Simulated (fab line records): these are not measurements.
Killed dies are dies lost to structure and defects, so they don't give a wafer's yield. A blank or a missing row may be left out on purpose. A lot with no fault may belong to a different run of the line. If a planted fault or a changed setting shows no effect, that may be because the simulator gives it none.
fab line records    flow nand-harc
record: lots: 6  wafers: 18  last-day: 32
route steps=1302 shown THIN_TSV@1250 END@1302
lots untouched by any fault: they come from a run of this same line in which no faults occurred
start-h: hours from the record's first day to the start of the lot's first wafer shown    wait-h: time in hours since the lot's previous step    " the same as in the row above    L1.1+2: several wafers, shown together as one row    - no value present, or no start provided    * or withheld: withheld    < > ~ a bound
route shown NAME@n: names a module that has steps shown in the file, with the first one's number in the route    usual: mean/standard deviation of fault-free wafers    same: alike in all rows    chamber/n: place in a boat    sites: the reading at each site    _std_site: the standard deviation of these    _edge_site: outer sites' mean less inner sites'    radius-mm: for every site, how far away it sits from the centre of the wafer    mask NAME#n: copy n    behind: the most recent tool/chamber to have shaped the wafer    hold: cause of the lot's hold/its duration in hours/its outcome    device: whichever transistor did not switch (one of n, p or np)    end of line: tests of these same wafers at the route's end    step lacking rows: just its recipe    killed: count of dies lost to structure and defects at first sort (not the wafer's yield)    map: a wafer's dies, marking killed ones x, the rest . and places with no die _
set.NAME: setting as actually run; set.NAME@STEP: the setting as run at that earlier step    model.NAME: the simulator's own value behind a step, which no gauge read
a table for each step, a row for each wafer; lots at some steps of the route
services: the hour from which a tool's chamber was out of use, counted from the record's first day as start-h (under 0 if before that day), plus the number of hours and why
== steps ==
step: NHARC_THIN_TSV_DEP_43
recipe: target-thk-a: 13285  temp-c: withheld  pressure-torr: 6.5  rf-w: 900  teos-flow-sccm: 161.4  flow-sccm: 2650  target-thk-nm: 1328.5  gas: O2  material: SiO2
usual: showerhead-vpp-V: 1792/92  throttle-valve-pct: 15.8/0.39
lot.wafer  tool      chamber  start-h  wait-h  showerhead-vpp-V  throttle-valve-pct
L526.1     pecvd-03  2        553.53   -       1743              15.1
L526.3     "         1        "        "       1761              16.1
L526.6     "         1        "        "       1759              16.0
L531.3     pecvd-02  0        606.16   -       1809              15.8
L531.2     "         1        "        "       1818              15.9
L531.5     "         0        "        "       1778              15.7
L532.1     pecvd-02  0        610.99   -       1794              15.3
L532.5     "         2        "        "       1805              16.0
L532.6     "         0        "        "       1811              15.4
L540.1     pecvd-03  0        663.40   -       1963              15.2
L540.2     "         1        "        "       1767              16.1
L540.5     "         0        "        "       1952              15.3
L544.1     pecvd-03  0        723.71   -       1925              14.9
L544.2     "         1        "        "       1796              16.1
L544.3     "         2        "        "       1701              15.5
L547.4     pecvd-03  1        747.73   -       1749              15.7
L547.5     "         2        "        "       1735              15.4
L547.6     "         0        "        "       1942              15.2
step: NHARC_THIN_TSV_DEHYDRATE_04
recipe: temp-c: 150  time-s: 120
step: NHARC_THIN_TSV_HMDS_05
recipe: time-s: 30
step: NHARC_THIN_TSV_COAT_06
recipe: spin-rpm: *
step: NHARC_THIN_TSV_SOFTBAKE_07
recipe: temp-c: 122  time-s: 95
step: NHARC_THIN_TSV_EBR_08
step: NHARC_THIN_TSV_EXPOSE_09
recipe: na: 0.55  dose-mj: 30.7  mask-id: TSV
step: NHARC_THIN_TSV_PEB_10
recipe: peb-temp-c: 118  peb-time-s: 85
step: NHARC_THIN_TSV_DEVELOP_11
recipe: time-s: 70
step: NHARC_THIN_TSV_CD_MEAS_12
recipe: target-cd-nm: 1000  landing-energy-ev: 500
usual: cd-nm: 1000.4/2.1
same: landing-energy-ev: 500
lot.wafer  tool       chamber  start-h  wait-h  cd-nm
L526.1     cd-sem-01  0        554.23   -       1003.8
L526.3     "          0        "        "       1001.9
L526.6     "          0        "        "       1002.0
L531.2     cd-sem-02  0        606.99   -       998.9
L531.3     "          0        "        "       1000.3
L531.5     "          0        "        "       998.6
L532.1     cd-sem-02  0        611.73   -       1001.5
L532.5     "          0        "        "       1001.1
L532.6     "          0        "        "       1001.0
L540.1     cd-sem-02  0        664.22   -       998.3
L540.2     "          0        "        "       996.5
L540.5     "          0        "        "       998.9
L544.1     cd-sem-01  0        724.54   -       1000.7
L544.2     "          0        "        "       1002.1
L544.3     "          0        "        "       1002.8
L547.4     cd-sem-03  0        748.31   -       996.1
L547.5     "          0        "        "       997.2
L547.6     "          0        "        "       997.4
step: NHARC_THIN_TSV_HARDBAKE_13
recipe: temp-c: 125  time-s: 80
step: NHARC_THIN_TSV_DESCUM_14
recipe: time-s: 3  o2-flow-sccm: 200  ar-flow-sccm: 0  bias-power-w: 0  chemistry: O2
usual: drypump-motor-current-A: 5.5/0.35  oes-product-au: 0.997/0.0089  rf-vpp-V: 57.9/0.82  showerhead-plenum-p-Torr: 1.91/0.076  throttle-valve-pct: 11.310/0.0088
lot.wafer  tool         chamber  start-h  wait-h  drypump-motor-current-A  oes-product-au  rf-hours-counter-h  rf-vpp-V  showerhead-plenum-p-Torr  throttle-valve-pct
L526.3     rie-diel-03  3        554.39   -       5.5                      0.995           8                   57.5      1.88                      11.297
L526.1     "            2        "        "       5.2                      0.979           8                   55.6      1.94                      11.314
L526.6     "            2        "        "       5.2                      0.982           -                   58.4      1.94                      11.319
L531.2     rie-diel-03  2        607.16   -       5.2                      0.986           11                  57.9      1.94                      11.315
L531.3     "            0        "        "       5.3                      0.982           9                   56.5      1.99                      11.306
L531.5     "            2        "        "       5.2                      0.989           -                   58.2      1.94                      11.329
L532.1     rie-diel-04  3        611.90   -       4.8                      0.983           7                   57.9      1.83                      11.305
L532.5     "            2        "        "       5.8                      0.992           -                   57.4      1.82                      11.307
L532.6     "            3        "        "       4.8                      0.989           -                   57.2      1.83                      11.322
L540.1     rie-diel-04  3        664.39   -       4.8                      0.993           9                   56.4      1.83                      11.318
L540.2     "            0        "        "       5.2                      1.002           9                   59.5      1.92                      11.295
L540.5     "            3        "        "       4.8                      0.995           -                   57.7      1.83                      11.311
L544.1     rie-diel-04  2        724.72   -       5.7                      1.019           1                   57.2      1.82                      11.312
L544.3     "            3        "        "       4.8                      0.990           1                   58.8      1.83                      11.321
L544.2     "            0        "        "       5.2                      1.003           1                   58.6      1.92                      11.312
L547.4     rie-diel-03  0        748.47   -       5.3                      1.009           6                   57.5      1.99                      11.318
L547.5     "            3        "        "       5.5                      1.000           -                   57.4      1.88                      11.310
L547.6     "            0        "        "       5.3                      0.992           -                   57.7      1.99                      11.295
step: NHARC_THIN_TSV_ETCH_44
recipe: target-depth-a: 15942  time-s: 797.1  cf4-flow-sccm: 150  o2-flow-sccm: 10  ar-flow-sccm: 0  rf-w: 300  bias-w: 800  chemistry: CF4/O2
usual: bias-w: 800.2/2.4  cf4-flow-sccm: 150.1/0.44  drypump-motor-current-A: 5.4/0.35  oes-product-au: 0.997/0.0088  rf-vpp-V: 794/4.2  showerhead-plenum-p-Torr: 1.83/0.067  throttle-valve-pct: 16.915/0.0086
lot.wafer  tool         chamber  start-h  wait-h  bias-w  cf4-flow-sccm  drypump-motor-current-A  oes-product-au  rf-hours-counter-h  rf-vpp-V  showerhead-plenum-p-Torr  throttle-valve-pct
L526.3     rie-diel-03  2        554.50   0.1     796.2   150.2          5.2                      0.992           8                   795       1.85                      16.912
L526.1     "            1        "        "       805.0   150.3          5.2                      0.987           7                   800       1.94                      16.920
L526.6     "            3        "        "       799.3   149.7          5.5                      1.010           -                   792       1.81                      16.897
L531.3     rie-diel-03  0        607.35   0.2     -       -              -                        -               -                   -         -                         -
L531.2     "            1        "        "       -       -              -                        -               -                   -         -                         -
L531.5     "            3        "        "       -       -              -                        -               -                   -         -                         -
L532.1     rie-diel-04  3        612.09   0.2     -       -              -                        -               -                   -         -                         -
L532.6     "            1        "        "       -       -              -                        -               -                   -         -                         -
L532.5     "            2        "        "       -       -              -                        -               -                   -         -                         -
L540.1     rie-diel-04  3        664.46   0.1     799.9   150.0          4.8                      0.991           9                   789       1.76                      16.906
L540.2     "            1        "        "       795.7   149.5          5.9                      0.990           11                  792       1.77                      16.926
L540.5     "            0        "        "       800.2   150.1          5.2                      1.009           -                   796       1.84                      16.910
L544.1     rie-diel-04  3        724.86   0.1     801.3   150.3          4.8                      0.986           1                   789       1.76                      16.911
L544.3     "            0        "        "       797.6   150.1          5.2                      0.994           2                   795       1.84                      16.930
L544.2     "            1        "        "       801.4   150.4          6.0                      0.988           2                   791       1.77                      16.906
L547.4     rie-diel-03  0        748.54   0.1     800.2   149.9          5.3                      0.999           6                   800       1.90                      16.922
L547.5     "            0        "        "       795.7   149.6          5.3                      1.001           -                   798       1.90                      16.912
L547.6     "            1        "        "       801.8   149.8          5.2                      1.011           -                   801       1.93                      16.910
step: NHARC_THIN_TSV_ETCH_15
recipe: target-depth-a: 30000  bosch-target-overetch-cycles: 2  bosch-etch-step-s: 2.8  bosch-dep-step-s: 1.2  bosch-cycles: 14
usual: drypump-motor-current-A: 5.7/0.47  he-backside-leak-sccm: 2.60/0.23
same: bosch-cycles: 14  bosch-dep-step-s: 1.2
lot.wafer  tool       chamber  start-h  wait-h  drypump-motor-current-A  he-backside-leak-sccm  rf-hours-counter-h
L526.3     rie-si-04  1        555.18   -       5.0                      2.70                   0.3
L526.1     "          2        "        "       4.9                      2.40                   0.3
L526.6     "          1        "        "       5.0                      2.70                   -
L531.2     rie-si-01  0        607.81   0.3     5.3                      2.88                   0.6
L531.3     "          3        "        "       6.3                      2.68                   0.6
L531.5     "          0        "        "       5.3                      2.93                   -
L532.1     rie-si-04  0        612.58   0.4     5.8                      2.80                   0.7
L532.6     "          1        "        "       5.0                      2.72                   -
L532.5     "          2        "        "       4.9                      2.39                   -
L540.1     rie-si-04  3        665.04   -       6.4                      2.42                   1.1
L540.2     "          1        "        "       5.0                      2.72                   1.0
L540.5     "          3        "        "       6.4                      2.39                   -
L544.2     rie-si-01  3        725.39   -       6.3                      2.58                   0.1
L544.1     "          0        "        "       5.3                      2.80                   0.1
L544.3     "          1        "        "       6.2                      2.45                   0.1
L547.4     rie-si-01  1        749.14   -       6.1                      2.41                   0.2
L547.6     "          3        "        "       6.3                      2.65                   -
L547.5     "          0        "        "       5.3                      2.84                   -
step: NHARC_END_SORT_01
recipe: temp-c: 25
usual: defect-limited-yield: 90.1/2.5  killed-at-array: 62/18  killed-at-other: 0.9/1.2  killed-at-periphery: 4.2/2.9  killed-dies: 67/17  killed-open: 3.6/1.9  killed-short: 2.5/1.6
same: gross-dies: 677
lot.wafer  tool       chamber  start-h  wait-h  defect-limited-yield[%]  killed-at-array  killed-at-other  killed-at-periphery  killed-dies  killed-open  killed-short
L531.2     prober-02  0        625.61   2.8     0                        86               591              0                    677          4            2
L531.3     prober-02  0        626.41   3.1     0                        85               591              1                    677          1            1
L531.5     prober-02  0        628.03   3.7     0                        81               595              1                    677          2            3
L532.1     prober-01  0        626.65   2.5     0                        51               625              1                    677          1            3
L532.5     prober-01  0        629.85   3.7     0                        56               618              3                    677          3            3
L532.6     prober-01  0        630.65   4.0     0                        58               617              2                    677          4            6
killed by level:class
L531.2 THIN_TSV:area-etch=591 A_CHANNEL_HOLE_D1:chamber-film-flake=30 A_SLIT:chamber-film-flake=29 A_CHANNEL_HOLE_D2:chamber-film-flake=12 A_WL_FILL:chamber-film-flake=6 A_ONON_D1:geometric-particle:open=2 A_STAIRCASE:chamber-film-flake=2 A_CHANNEL_FILL_D2:geometric-particle:short=1
L531.3 THIN_TSV:area-etch=590 A_CHANNEL_HOLE_D1:chamber-film-flake=30 A_SLIT:chamber-film-flake=29 A_CHANNEL_HOLE_D2:chamber-film-flake=15 A_M1:chamber-film-flake=3 A_CONTACT:chamber-film-flake=2 A_ONON_D2:geometric-particle:short=1 A_M0:geometric-particle:open=1
L532.1 THIN_TSV:area-etch=622 A_SLIT:chamber-film-flake=24 A_CONTACT:chamber-film-flake=14 A_CHANNEL_HOLE_D1:chamber-film-flake=5 A_CHANNEL_HOLE_D2:chamber-film-flake=4 THIN_TSV:chamber-film-flake=3 A_CHANNEL_FILL_D2:geometric-particle:short=2 A_WL_FILL:geometric-particle:short=1
L531.5 THIN_TSV:area-etch=595 A_CHANNEL_HOLE_D1:chamber-film-flake=32 A_SLIT:chamber-film-flake=28 A_CHANNEL_HOLE_D2:chamber-film-flake=9 A_WL_FILL:geometric-particle:short=3 A_WL_FILL:chamber-film-flake=3 A_WL_FILL:geometric-particle:open=1 A_M0:geometric-particle:open=1
L532.5 THIN_TSV:area-etch=617 A_SLIT:chamber-film-flake=25 A_CHANNEL_HOLE_D2:chamber-film-flake=13 A_CONTACT:chamber-film-flake=10 A_CHANNEL_HOLE_D1:chamber-film-flake=3 P_M0:geometric-particle:short=2 A_CHANNEL_FILL_D2:geometric-particle:open=2 A_WL_FILL:geometric-particle:short=1
L532.6 THIN_TSV:area-etch=615 A_SLIT:chamber-film-flake=29 A_CONTACT:chamber-film-flake=9 A_CHANNEL_HOLE_D2:chamber-film-flake=6 A_CHANNEL_HOLE_D1:chamber-film-flake=5 THIN_TSV:chamber-film-flake=2 P_GATE:geometric-particle:open=1 P_M0:geometric-particle:short=1
map L531.2 (x killed, . not)
____________x____________
_________xxxxxxx_________
_______xxxxxxxxxxx_______
______xxxxxxxxxxxxx______
_____xxxxxxxxxxxxxxx_____
____xxxxxxxxxxxxxxxxx____
____xxxxxxxxxxxxxxxxx____
___xxxxxxxxxxxxxxxxxxx___
___xxxxxxxxxxxxxxxxxxx___
__xxxxxxxxxxxxxxxxxxxxx__
__xxxxxxxxxxxxxxxxxxxxx__
_xxxxxxxxxxxxxxxxxxxxxxx_
_xxxxxxxxxxxxxxxxxxxxxxx_
_xxxxxxxxxxxxxxxxxxxxxxx_
_xxxxxxxxxxxxxxxxxxxxxxx_
_xxxxxxxxxxxxxxxxxxxxxxx_
xxxxxxxxxxxxxxxxxxxxxxxxx
xxxxxxxxxxxxxxxxxxxxxxxxx
xxxxxxxxxxxxxxxxxxxxxxxxx
xxxxxxxxxxxxxxxxxxxxxxxxx
xxxxxxxxxxxxxxxxxxxxxxxxx
_xxxxxxxxxxxxxxxxxxxxxxx_
_xxxxxxxxxxxxxxxxxxxxxxx_
_xxxxxxxxxxxxxxxxxxxxxxx_
_xxxxxxxxxxxxxxxxxxxxxxx_
_xxxxxxxxxxxxxxxxxxxxxxx_
__xxxxxxxxxxxxxxxxxxxxx__
__xxxxxxxxxxxxxxxxxxxxx__
___xxxxxxxxxxxxxxxxxxx___
___xxxxxxxxxxxxxxxxxxx___
____xxxxxxxxxxxxxxxxx____
____xxxxxxxxxxxxxxxxx____
_____xxxxxxxxxxxxxxx_____
______xxxxxxxxxxxxx______
_______xxxxxxxxxxx_______
_________xxxxxxx_________
____________x____________
map L532.1 (x killed, . not)
____________x____________
_________xxxxxxx_________
_______xxxxxxxxxxx_______
______xxxxxxxxxxxxx______
_____xxxxxxxxxxxxxxx_____
____xxxxxxxxxxxxxxxxx____
____xxxxxxxxxxxxxxxxx____
___xxxxxxxxxxxxxxxxxxx___
___xxxxxxxxxxxxxxxxxxx___
__xxxxxxxxxxxxxxxxxxxxx__
__xxxxxxxxxxxxxxxxxxxxx__
_xxxxxxxxxxxxxxxxxxxxxxx_
_xxxxxxxxxxxxxxxxxxxxxxx_
_xxxxxxxxxxxxxxxxxxxxxxx_
_xxxxxxxxxxxxxxxxxxxxxxx_
_xxxxxxxxxxxxxxxxxxxxxxx_
xxxxxxxxxxxxxxxxxxxxxxxxx
xxxxxxxxxxxxxxxxxxxxxxxxx
xxxxxxxxxxxxxxxxxxxxxxxxx
xxxxxxxxxxxxxxxxxxxxxxxxx
xxxxxxxxxxxxxxxxxxxxxxxxx
_xxxxxxxxxxxxxxxxxxxxxxx_
_xxxxxxxxxxxxxxxxxxxxxxx_
_xxxxxxxxxxxxxxxxxxxxxxx_
_xxxxxxxxxxxxxxxxxxxxxxx_
_xxxxxxxxxxxxxxxxxxxxxxx_
__xxxxxxxxxxxxxxxxxxxxx__
__xxxxxxxxxxxxxxxxxxxxx__
___xxxxxxxxxxxxxxxxxxx___
___xxxxxxxxxxxxxxxxxxx___
____xxxxxxxxxxxxxxxxx____
____xxxxxxxxxxxxxxxxx____
_____xxxxxxxxxxxxxxx_____
______xxxxxxxxxxxxx______
_______xxxxxxxxxxx_______
_________xxxxxxx_________
____________x____________
== services ==
tool         chamber  start-h  hours  kind
pecvd-02     -        532.35   2.1    repair
rie-diel-03  0        541.51   -      clean
rie-diel-03  1        541.51   -      clean
rie-diel-03  2        541.51   -      clean
rie-diel-03  3        541.51   -      clean
rie-si-01    0        542.12   1.4    repair
rie-diel-03  0        549.00   8.6    repair
rie-diel-03  -        562.34   0.5    repair
pecvd-02     -        565.66   13.0   pm
rie-diel-04  -        568.34   0.2    repair
rie-si-01    -        578.17   0.5    repair
rie-diel-03  -        587.09   13.5   repair
pecvd-03     -        602.45   2.7    repair
rie-diel-03  -        611.30   9.0    pm
rie-diel-04  3        624.27   2.4    repair
pecvd-03     -        629.73   1.5    repair
rie-diel-03  -        661.96   2.6    repair
rie-si-04    -        672.00   9.0    pm
rie-diel-03  2        683.83   13.8   repair
rie-diel-04  -        685.03   9.0    pm
rie-si-01    -        700.00   9.0    pm
pecvd-03     -        708.85   13.0   pm
rie-si-04    0        737.35   11.7   repair
pecvd-02     -        746.66   13.0   pm
== key ==
first-sign: step: NHARC_THIN_TSV_ETCH_44  reading: tool-record  direction: missing
effect: step: NHARC_END_SORT_01  reading: killed-at-other  direction: up  sigmas: 99+  usual: 0.9  struck: 606.2
more-kills-born-at: NHARC_THIN_TSV_ETCH_44@rie-diel-04: 1854  NHARC_THIN_TSV_ETCH_44@rie-diel-03: 1776
met-at NHARC_THIN_TSV_ETCH_44
struck-wafers L531.2,L531.3,L531.5,L532.1,L532.5,L532.6
later-rows-left-out L531.2,L531.3,L531.5,L532.1,L532.5,L532.6
onset-between 554.50 607.35
fault: kind: skipped-step-whole  tool: rie-diel-03,rie-diel-04  chamber: -  onset-h: 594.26  steps: NHARC_THIN_TSV_ETCH_44  scope: struck-lots-only
later-rows-left-out: the simulator's readings of these wafers behind a module that went badly wrong aren't trusted and aren't shown, but for the sort
